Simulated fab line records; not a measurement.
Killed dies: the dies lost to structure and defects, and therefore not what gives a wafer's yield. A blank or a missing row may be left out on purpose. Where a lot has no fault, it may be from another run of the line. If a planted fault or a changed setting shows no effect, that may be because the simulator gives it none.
Struck lot and sound lot, side by side / flow nand harc / 15 out of 1302 route steps
Sound: these wafers, L515.2, L515.4, L515.5. Struck: wafer L530.5. (L530.3, L530.4 of the same lot were not struck and are left out.) The cause comes at the end.
For every step that has rows: the tool of each side, followed by ch and its chambers, followed by its first start. Under that, the readings that differ: sound wafers / struck wafers / difference of the means / sigmas: that difference in standard deviations of wafers without a fault.
alike: words and numbers the same on both sides, and readings whose means are apart by under 2 such deviations; not compared: readings that were withheld, readings missing a value for some wafer, numbers with overlapping values and no deviation given by the record, and bounds like >300 which may hide the same value.
A row with sigmas, a row that says differs or no value, or rows on one side alone: a step with any of these is where the two part. Non-overlapping numbers with no deviation appear without sigmas and do not part them. A reading that every wafer of one side lacks parts them only if that side has two wafers or more.

first, 1 step without rows for these wafers: NHARC_A_ONON_D1_DEP_06 (target thk 1000 nm).
NHARC_A_ONON_D1_THK_MEAS_08: measures by ellipsometry.
  struck on film metro-02, day 14 16:49; sound on film metro-01, day 8 05:29
reading=thk nm (nm); sound=1018 1018 1016; struck=987; difference=-30; sigmas=-3
then, 1 step without rows for these wafers: NHARC_A_ONON_D1_DEP_09 (target thk 1000 nm).
NHARC_A_ONON_D1_THK_MEAS_11: measures by ellipsometry.
  struck on film metro-02, day 14 17:23; sound on film metro-01, day 8 06:04
  alike: thk nm
then, 1 step without rows for these wafers: NHARC_A_ONON_D1_DEP_12 (target thk 1000 nm).
NHARC_A_ONON_D1_THK_MEAS_14: measures by ellipsometry.
  struck on film metro-01, day 14 17:58; sound on film metro-01, day 8 06:38
  alike: thk nm
then, 2 steps without rows for these wafers: NHARC_A_ONON_D1_ANNEAL_15 (time 3600 s); NHARC_A_ONON_D1_DEP_16 (target thk 1000 nm).
NHARC_A_ONON_D1_THK_MEAS_18: measures by ellipsometry.
  struck on film metro-01, day 15 02:35; sound on film metro-01, day 8 14:41
  alike: thk nm
then, 1 step without rows for these wafers: NHARC_A_ONON_D1_DEP_19 (target thk 1000 nm).
NHARC_A_ONON_D1_THK_MEAS_21: measures by ellipsometry.
  struck on film metro-01, day 15 03:09; sound on film metro-01, day 8 15:14
  alike: thk nm
NHARC_A_ONON_D1_DEP_22: target thk 1000 nm.
  sound on pecvd onon-04 ch 0, day 8 15:22; struck on pecvd onon-01 ch 0, day 15 03:19
NHARC_A_ONON_D1_THK_MEAS_24: measures by ellipsometry.
  struck on film metro-02, day 15 03:43; sound on film metro-02, day 8 15:49
reading=thk nm (nm); sound=991 989 991; struck=1080; difference=+90; sigmas=+10
then, 1 step without rows for these wafers: NHARC_A_ONON_D1_DEP_25 (target thk 1000 nm).
-- record jumps: 16 days between struck wafers' starts before vs after; left off in module A_ONON_D1, resumes in module END, first step shown is number 1302 of the route --
NHARC_END_SORT_01:
  the record has rows for the struck wafers here (prober-01 ch 0, day 31 05:48) and none for the sound ones

## WHERE THEY PART
Last at NHARC_END_SORT_01 as far as this record goes, first at NHARC_A_ONON_D1_THK_MEAS_08.

WHY: what the simulator had put in
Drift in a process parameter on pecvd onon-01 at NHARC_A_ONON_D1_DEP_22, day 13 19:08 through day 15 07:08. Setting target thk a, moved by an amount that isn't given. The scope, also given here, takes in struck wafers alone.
